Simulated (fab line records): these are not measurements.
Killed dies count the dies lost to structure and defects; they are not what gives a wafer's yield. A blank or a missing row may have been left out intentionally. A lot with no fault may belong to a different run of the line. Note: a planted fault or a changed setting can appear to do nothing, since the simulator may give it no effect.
What tool caused it? ; flow n5 finfet ; Sampling: 23 lots, 69 wafers, 5 of 1938 route steps

== WHAT EACH GAUGE READ, for each wafer ==
N5_ILD0_INSPECT_06: inspects for defects (darkfield). Usual: raw defect count reads 37 (standard deviation 13).
lot;measured;on;raw defect count;flag
L074;day 3 16:38;defect inspect-02;61 39 21;
L075;day 3 23:37;defect inspect-01;41 44 43;
L076;day 4 04:42;defect inspect-01;24 31 32;
L077;day 4 10:01;defect inspect-02;67 25 23;
L078;day 4 21:21;defect inspect-01;35 46 54;
L079;day 5 04:04;defect inspect-02;34 39 49;
L080;day 5 06:20;defect inspect-01;18 30 45;
L081;day 5 16:08;defect inspect-01;45 33 25;
L082;day 5 20:58;defect inspect-01;18 27 30;
L083;day 5 23:26;defect inspect-02;23 47 36;
L084;day 6 08:32;defect inspect-02;62 30 55;
L085;day 6 11:55;defect inspect-02;37 51 41;
L087;day 6 23:53;defect inspect-01;63 44 56;
L088;day 7 05:48;defect inspect-01;26 29 34;
L089;day 7 11:29;defect inspect-01;25 53 51;
L090;day 7 17:16;defect inspect-02;21 41 12;
L091;day 7 23:15;defect inspect-01;15 22 16;
L092;day 8 06:50;defect inspect-01;43 35 27;
L093;day 8 14:08;defect inspect-02;55 40 42;
L094;day 8 18:42;defect inspect-02;40 36 29;
L095;day 9 00:27;defect inspect-02;63 28 33;
L096;day 9 06:59;defect inspect-02;35 36 35;
L097;day 9 15:05;defect inspect-02;30 52 35;

== TOOL THAT RAN EACH LOT (tool first, then ch and the chambers of the sampled wafers, then the start) ==
lot;N5_DUMMY_GATE_TRIM_49;N5_DUMMY_GATE_STRIP_48;N5_SD_EPI_P_DESCUM_14;N5_SD_ACTIVATION_RTA_00
L074;rie si-05 ch 1,2,3, day 2 23:25;rie diel-05 ch 0,1,2, day 3 00:13;rie diel-05 ch 0,2,3, day 3 05:41;rtp anneal-01 ch 0, day 3 09:29
L075;rie si-05 ch 1,3, day 3 04:44;rie diel-02 ch 0,1,3, day 3 05:29;rie diel-05 ch 1,2, day 3 12:46;rtp anneal-02 ch 0, day 3 16:37
L076;rie si-05 ch 1,2,3, day 3 10:40;rie diel-01 ch 0,2, day 3 11:31;rie diel-02 ch 1,2,3, day 3 17:27;rtp anneal-01 ch 0, day 3 21:38
L077;rie si-06 ch 0,1,3, day 3 15:49;rie diel-01 ch 0,1,2, day 3 16:33;rie diel-01 ch 0,2,3, day 3 22:10;rtp anneal-02 ch 0, day 4 02:55
L078;rie si-06 ch 1,2, day 4 02:34;rie diel-01 ch 1,2,3, day 4 03:23;rie diel-05 ch 0,1,3, day 4 09:21;rtp anneal-02 ch 0, day 4 14:08
L079;rie si-01 ch 0,1,3, day 4 07:33;rie diel-02 ch 1,3, day 4 08:19;rie diel-01 ch 1,2, day 4 15:53;rtp anneal-02 ch 0, day 4 20:29
L080;rie si-01 ch 1,3, day 4 11:47;rie diel-05 ch 0,1, day 4 12:38;rie diel-01 ch 0,1,2, day 4 19:11;rtp anneal-02 ch 0, day 4 23:11
L081;rie si-01 ch 1,2,3, day 4 18:39;rie diel-02 ch 1,2,3, day 4 19:23;rie diel-02 ch 0,1,2, day 5 03:27;rtp anneal-02 ch 0, day 5 09:10
L082;rie si-06 ch 0,2,3, day 4 22:46;rie diel-01 ch 0,3, day 4 23:34;rie diel-01 ch 0,1, day 5 09:21;rtp anneal-02 ch 0, day 5 13:57
L083;rie si-06 ch 1,2,3, day 5 05:34;rie diel-01 ch 0,3, day 5 06:28;rie diel-01 ch 0,3, day 5 12:40;rtp anneal-01 ch 0, day 5 16:26
L084;rie si-06 ch 1,2, day 5 14:40;rie diel-05 ch 2,3, day 5 15:46;rie diel-02 ch 0,3, day 5 21:47;rtp anneal-01 ch 0, day 6 01:36
L085;rie si-05 ch 1,3, day 5 17:58;rie diel-02 ch 0,3, day 5 18:49;rie diel-05 ch 0,1, day 6 01:04;rtp anneal-02 ch 0, day 6 04:56
L087;rie si-01 ch 0,2,3, day 6 05:20;rie diel-05 ch 1,2,3, day 6 06:05;rie diel-01 ch 0,2,3, day 6 12:17;rtp anneal-01 ch 0, day 6 16:55
L088;rie si-01 ch 0,1,2, day 6 12:07;rie diel-02 ch 1,2, day 6 12:55;rie diel-02 ch 2,3, day 6 18:53;rtp anneal-01 ch 0, day 6 22:51
L089;rie si-01 ch 0,2,3, day 6 17:38;rie diel-01 ch 0,2,3, day 6 18:32;rie diel-05 ch 1,2, day 7 00:35;rtp anneal-01 ch 0, day 7 04:30
L090;rie si-06 ch 0,1,3, day 6 23:31;rie diel-05 ch 1,2,3, day 7 00:25;rie diel-05 ch 1,2,3, day 7 06:01;rtp anneal-01 ch 0, day 7 09:55
L091;rie si-01 ch 1,2,3, day 7 06:02;rie diel-05 ch 0,1,3, day 7 06:48;rie diel-01 ch 0,1,3, day 7 12:26;rtp anneal-01 ch 0, day 7 16:16
L092;rie si-01 ch 1,2,3, day 7 12:52;rie diel-01 ch 1,2, day 7 13:53;rie diel-01 ch 0,1,3, day 7 20:07;rtp anneal-02 ch 0, day 7 23:51
L093;rie si-01 ch 0,1,3, day 7 18:57;rie diel-02 ch 0,2, day 7 19:58;rie diel-02 ch 0,3, day 8 03:22;rtp anneal-01 ch 0, day 8 07:07
L094;rie si-01 ch 0,2,3, day 8 01:01;rie diel-01 ch 0,2, day 8 01:46;rie diel-01 ch 1,2, day 8 07:58;rtp anneal-01 ch 0, day 8 11:42
L095;rie si-05 ch 1,3, day 8 05:05;rie diel-05 ch 0,3, day 8 05:52;rie diel-01 ch 0,1,2, day 8 12:16;rtp anneal-02 ch 0, day 8 16:11
L096;rie si-01 ch 0,2,3, day 8 12:17;rie diel-01 ch 1,2,3, day 8 13:14;rie diel-02 ch 1,3, day 8 19:53;rtp anneal-01 ch 0, day 8 23:40
L097;rie si-01 ch 0,2,3, day 8 20:13;rie diel-01 ch 0,2,3, day 8 20:58;rie diel-01 ch 1,2,3, day 9 03:58;rtp anneal-01 ch 0, day 9 07:45
- N5_DUMMY_GATE_TRIM_49: chemistry O2, time 29 s, target cd 14 nm.
- N5_DUMMY_GATE_STRIP_48: strips in N2/H2, time 20 s.
- N5_SD_EPI_P_DESCUM_14: chemistry O2, time 7.9 s.
- N5_SD_ACTIVATION_RTA_00: time 0 s.

== AS READ BY THE TOOLS THEMSELVES (means over the sampled wafers that have a number; for cases with no such wafer, the mark the record gives instead) ==
N5_DUMMY_GATE_TRIM_49. Usual: drypump motor current A 5.8 A, standard deviation 0.5; oes product au 1.008 a.u., standard deviation 0.019; throttle valve pct 8.22 %, standard deviation 0.16.
lot;tool;drypump motor current A (A);oes product au (a.u.);throttle valve pct (%);flag
L074;rie si-05;5.9;1.002;8.17;
L075;rie si-05;5.5;0.995;8.21;
L076;rie si-05;5.9;1.009;8.18;
L077;rie si-06;5.4;1.020;8.29;
L078;rie si-06;5.6;1.010;8.31;
L079;rie si-01;6.0;0.993;8.32;
L080;rie si-01;6.3;0.997;8.30;
L081;rie si-01;5.9;0.998;8.19;
L082;rie si-06;5.7;1.007;8.25;
L083;rie si-06;5.4;1.016;8.29;
L084;rie si-06;5.2;1.011;8.36;
L085;rie si-05;5.6;0.996;8.21;
L087;rie si-01;5.9;1.019;8.20;
L088;rie si-01;5.7;1.008;8.21;
L089;rie si-01;5.9;1.016;8.20;
L090;rie si-06;5.4;1.015;8.28;
L091;rie si-01;5.9;0.990;8.19;
L092;rie si-01;5.9;1.000;8.19;
L093;rie si-01;6.0;0.999;8.33;
L094;rie si-01;5.9;1.010;8.20;
L095;rie si-05;5.5;0.995;8.22;
L096;rie si-01;5.9;1.010;8.19;
L097;rie si-01;5.9;1.010;8.19;

N5_DUMMY_GATE_STRIP_48. Usual: drypump motor current A 5.8 A, standard deviation 0.46; oes product au 0.77 a.u., standard deviation 0.072; rf vpp V 45.3 V, standard deviation 0.85; showerhead plenum p Torr 3.38 Torr, standard deviation 0.11; throttle valve pct 12.25 %, standard deviation 0.16.
lot;tool;drypump motor current A (A);oes product au (a.u.);rf vpp V (V);showerhead plenum p Torr (Torr);throttle valve pct (%);flag
L074;rie diel-05;5.7;0.80;45.3;3.44;12.23;
L075;rie diel-02;6.0;0.75;45.8;3.37;12.15;
L076;rie diel-01;6.0;0.77;44.7;3.43;12.26;
L077;rie diel-01;6.2;0.84;45.4;3.41;12.17;
L078;rie diel-01;5.8;0.82;45.1;3.40;12.21;
L079;rie diel-02;6.1;0.74;45.5;3.40;12.18;
L080;rie diel-05;5.8;0.79;46.0;3.34;12.39;
L081;rie diel-02;5.7;0.74;45.5;3.36;12.21;
L082;rie diel-01;5.4;0.75;44.2;3.25;12.31;
L083;rie diel-01;5.7;0.78;45.8;3.25;12.28;
L084;rie diel-05;5.6;0.73;44.8;3.49;12.28;
L085;rie diel-02;5.9;0.73;45.9;3.29;12.30;
L087;rie diel-05;5.6;0.73;44.5;3.41;12.40;
L088;rie diel-02;5.8;0.74;45.0;3.43;12.13;
L089;rie diel-01;5.6;0.75;45.7;3.32;12.33;
L090;rie diel-05;5.6;0.72;45.3;3.40;12.41;
L091;rie diel-05;5.8;0.77;46.4;3.42;12.35;
L092;rie diel-01;6.3;0.85;45.1;3.46;12.17;
L093;rie diel-02;5.2;0.73;45.8;3.35;12.20;
L094;rie diel-01;6.0;0.76;45.9;3.32;12.34;
L095;rie diel-05;5.7;0.76;45.6;3.51;12.27;
L096;rie diel-01;5.8;0.78;45.4;3.39;12.28;
L097;rie diel-01;5.7;0.74;44.5;3.32;12.37;

N5_SD_EPI_P_DESCUM_14. Usual: drypump motor current A 5.7 A, standard deviation 0.47; oes product au 0.77 a.u., standard deviation 0.07; rf vpp V 243.0 V, standard deviation 1.5; showerhead plenum p Torr 2.09 Torr, standard deviation 0.069; throttle valve pct 20.48 %, standard deviation 0.19.
lot;tool;drypump motor current A (A);oes product au (a.u.);rf vpp V (V);showerhead plenum p Torr (Torr);throttle valve pct (%);flag
L074;rie diel-05;5.7;0.80;245.3;2.18;20.38;
L075;rie diel-05;5.7;0.75;243.3;2.06;20.66;
L076;rie diel-02;5.7;0.75;243.1;2.09;20.34;
L077;rie diel-01;5.7;0.76;243.3;2.07;20.55;
L078;rie diel-05;5.7;0.79;243.4;2.13;20.57;
L079;rie diel-01;6.3;0.89;243.8;2.15;20.28;
L080;rie diel-01;6.2;0.84;243.8;2.11;20.46;
L081;rie diel-02;5.6;0.75;243.6;2.12;20.30;
L082;rie diel-01;6.2;0.85;243.2;2.07;20.58;
L083;rie diel-01;5.7;0.78;241.6;2.03;20.67;
L084;rie diel-02;5.8;0.75;242.6;2.07;20.35;
L085;rie diel-05;5.8;0.82;243.6;2.14;20.54;
L087;rie diel-01;5.7;0.75;242.6;2.07;20.59;
L088;rie diel-02;5.3;0.73;242.7;2.05;20.31;
L089;rie diel-05;5.6;0.72;243.7;2.10;20.51;
L090;rie diel-05;5.6;0.72;243.3;2.11;20.57;
L091;rie diel-01;5.8;0.81;243.0;2.06;20.53;
L092;rie diel-01;5.8;0.80;242.8;2.06;20.53;
L093;rie diel-02;5.8;0.71;241.8;2.03;20.44;
L094;rie diel-01;6.3;0.84;244.1;2.14;20.32;
L095;rie diel-01;6.2;0.80;242.5;2.10;20.50;
L096;rie diel-02;6.1;0.71;243.4;2.11;20.50;
L097;rie diel-01;5.8;0.77;243.6;2.09;20.44;

N5_SD_ACTIVATION_RTA_00. Usual: lamp power pct 8.96 %, standard deviation 0.053; wafer_temp_C_max 975.2, standard deviation 2.
lot;tool;lamp power pct (%);wafer_temp_C_max;flag
L074;rtp anneal-01;9.01;975.5;
L075;rtp anneal-02;8.96;975.0;
L076;rtp anneal-01;8.97;974.4;
L077;rtp anneal-02;8.96;976.0;
L078;rtp anneal-02;8.93;975.4;
L079;rtp anneal-02;8.95;973.7;
L080;rtp anneal-02;8.95;974.2;
L081;rtp anneal-02;8.99;973.4;
L082;rtp anneal-02;8.97;975.3;
L083;rtp anneal-01;8.89;976.6;
L084;rtp anneal-01;8.99;976.1;
L085;rtp anneal-02;9.00;975.4;
L087;rtp anneal-01;8.95;974.9;
L088;rtp anneal-01;8.91;976.5;
L089;rtp anneal-01;8.92;976.2;
L090;rtp anneal-01;8.95;976.4;
L091;rtp anneal-01;8.95;975.4;
L092;rtp anneal-02;8.96;976.6;
L093;rtp anneal-01;9.00;975.4;
L094;rtp anneal-01;8.96;973.6;
L095;rtp anneal-02;8.92;975.2;
L096;rtp anneal-01;9.03;977.3;
L097;rtp anneal-01;8.90;974.1;

== THE ANSWER, worked out from the rows above alone ==
Rule: a lot counts as off when the mean over its wafers that have a number is more than 3 standard deviations away from the usual mean. Also off: a lot with no number at a reading for which 4 or more lots have one. Any other lot the step has rows for is counted as sound. Order of review: gauges by route order, followed by the tools' own readings, for which a lot's mean as printed above is used. The first step at which some lot is off is used, and at that step the reading that is off furthest; a lot without a number counts as furthest.
No lot is off at any reading shown: from this, nothing can be told.

== WHAT THE SIMULATOR PUT IN ==
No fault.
